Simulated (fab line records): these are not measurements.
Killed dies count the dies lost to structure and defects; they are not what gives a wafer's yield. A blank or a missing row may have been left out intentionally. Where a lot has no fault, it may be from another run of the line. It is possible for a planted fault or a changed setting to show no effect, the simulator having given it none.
Matching of chambers / flow n5_finfet / N5_BEOL_M5_CURE_80 on uv_cure-01: 3 sister chambers
The step cures SiCOH lowk, time 120 s. 6 wafers are shown with their chamber, then 7 later ones without.

## WAFERS PAIRED WITH THEIR CHAMBERS
wafer=L076.2; chamber=0; wafer_temp_C_max=371.0; lamp_power_pct (%)=52.34
wafer=L076.5; chamber=0; wafer_temp_C_max=371.7; lamp_power_pct (%)=52.33
wafer=L089.5; chamber=2; wafer_temp_C_max=371.2; lamp_power_pct (%)=52.22
wafer=L089.6; chamber=2; wafer_temp_C_max=371.2; lamp_power_pct (%)=52.27
wafer=L092.1; chamber=1; wafer_temp_C_max=372.2; lamp_power_pct (%)=52.32
wafer=L092.2; chamber=1; wafer_temp_C_max=372.7; lamp_power_pct (%)=52.34

## WAFERS WHOSE CHAMBER IS MISSING
wafer=L092.6; wafer_temp_C_max=372.4; lamp_power_pct (%)=52.28
wafer=L094.1; wafer_temp_C_max=371.5; lamp_power_pct (%)=52.32
wafer=L094.4; wafer_temp_C_max=371.8; lamp_power_pct (%)=52.42
wafer=L094.5; wafer_temp_C_max=372.0; lamp_power_pct (%)=52.28
wafer=L097.1; wafer_temp_C_max=371.7; lamp_power_pct (%)=52.40
wafer=L097.3; wafer_temp_C_max=372.0; lamp_power_pct (%)=52.29
wafer=L097.6; wafer_temp_C_max=372.5; lamp_power_pct (%)=52.26

## CHAMBER TAKEN BY EACH
wafer=L092.6; from the rows above=can't be placed: 1 or 2 or 0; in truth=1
wafer=L094.1; from the rows above=can't be placed: 0 or 1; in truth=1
wafer=L094.4; from the rows above=can't be placed: 0 or 1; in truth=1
wafer=L094.5; from the rows above=can't be placed: 1 or 2 or 0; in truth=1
wafer=L097.1; from the rows above=can't be placed: 0 or 1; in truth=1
wafer=L097.3; from the rows above=can't be placed: 1 or 0 or 2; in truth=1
wafer=L097.6; from the rows above=can't be placed: 1 or 2 or 0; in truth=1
0 of 7 placed correctly. Can't be placed from these rows: 7 (the true chamber is among the candidates in 7). 0 placed wrongly.
How it was worked out, from the rows above alone: a wafer's distance from a chamber is the root of the sum, over the readings, of the square of ((its reading less the chamber's mean) divided by the reading's scatter). The wafer belongs to the nearest chamber; if the next one is less than 2 further off, it can't be placed. Each chamber's mean is taken over the wafers shown for it. How the scatter is found: for the shown wafers, subtract from each reading the mean of its chamber, square and add these, divide the total by (wafers less chambers), then take the root.
